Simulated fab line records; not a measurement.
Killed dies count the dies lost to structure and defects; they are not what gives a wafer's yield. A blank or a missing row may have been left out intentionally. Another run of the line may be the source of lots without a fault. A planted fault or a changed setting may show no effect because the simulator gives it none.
Chamber matching | flow n5_finfet | 4 sister chambers for N5_BEOL_M8_DESCUM_16 on rie_diel-05
The step chemistry O2, time 7.9 s. 16 wafers are shown with their chamber, then 8 later ones without.

== WAFERS PAIRED WITH THEIR CHAMBERS ==
wafer  | chamber | throttle_valve_pct (%) | showerhead_plenum_p_Torr (Torr) | drypump_motor_current_A (A)
L074.2 | 1       | 19.80                  | 2.05                            | 4.9
L074.5 | 0       | 20.15                  | 2.02                            | 5.2
L074.6 | 2       | 20.34                  | 2.10                            | 5.6
L076.1 | 0       | 20.17                  | 2.02                            | 5.2
L076.3 | 1       | 19.80                  | 2.05                            | 4.8
L076.5 | 1       | 19.78                  | 2.05                            | 4.9
L079.3 | 0       | 20.16                  | 2.02                            | 5.2
L079.5 | 0       | 20.17                  | 2.02                            | 5.2
L079.6 | 3       | 20.11                  | 2.07                            | 5.4
L080.3 | 2       | 20.36                  | 2.10                            | 5.6
L080.4 | 1       | 19.82                  | 2.05                            | 4.9
L080.6 | 1       | 19.81                  | 2.05                            | 4.9
L081.3 | 0       | 20.16                  | 2.01                            | 5.2
L081.4 | 2       | 20.35                  | 2.10                            | 5.6
L081.5 | 1       | 19.81                  | 2.05                            | 4.8
L082.2 | 0       | 20.17                  | 2.01                            | 5.2

SIGNATURES, as means of the wafers listed above
reading                  | chamber 0 | chamber 1 | chamber 2 | chamber 3 | scatter within a chamber
throttle_valve_pct       | 20.1633   | 19.8033   | 20.3500   | 20.1100   | 0.0111
showerhead_plenum_p_Torr | 2.0167    | 2.0500    | 2.1000    | 2.0700    | 0.00333
drypump_motor_current_A  | 5.200     | 4.867     | 5.600     | 5.400     | 0.0333
Rule: for each reading, subtract the chamber's mean from the wafer's reading, divide by that reading's scatter and square the result; add these up over the readings and take the root, which gives the wafer's distance from the chamber. The wafer belongs to the nearest chamber; if the next one is less than 2 further off, it can't be placed. The scatter: take each reading less its chamber's mean, square it, sum over the shown wafers, divide by the number of wafers less the number of chambers, and take the root.

== WAFERS WITH NO CHAMBER GIVEN ==
wafer  | throttle_valve_pct (%) | showerhead_plenum_p_Torr (Torr) | drypump_motor_current_A (A)
L082.3 | 20.36                  | 2.10                            | 5.6
L082.6 | 20.37                  | 2.10                            | 5.6
L087.1 | 20.39                  | 2.09                            | 5.6
L087.4 | 20.20                  | 2.01                            | 5.3
L087.5 | 20.15                  | 2.06                            | 5.3
L096.3 | 20.22                  | 2.00                            | 5.2
L096.4 | 19.88                  | 2.04                            | 4.8
L096.6 | 19.86                  | 2.04                            | 4.8

== WHICH CHAMBER EACH ONE RAN IN ==
wafer  | from the rows above | in truth
L082.3 | 2                   | 2
L082.6 | 2                   | 2
L087.1 | 2                   | 2
L087.4 | 0                   | 0
L087.5 | 3                   | 3
L096.3 | 0                   | 0
L096.4 | 1                   | 1
L096.6 | 1                   | 1
8 of 8 placed correctly. From these rows, 0 cannot be placed. Wrongly placed: 0.
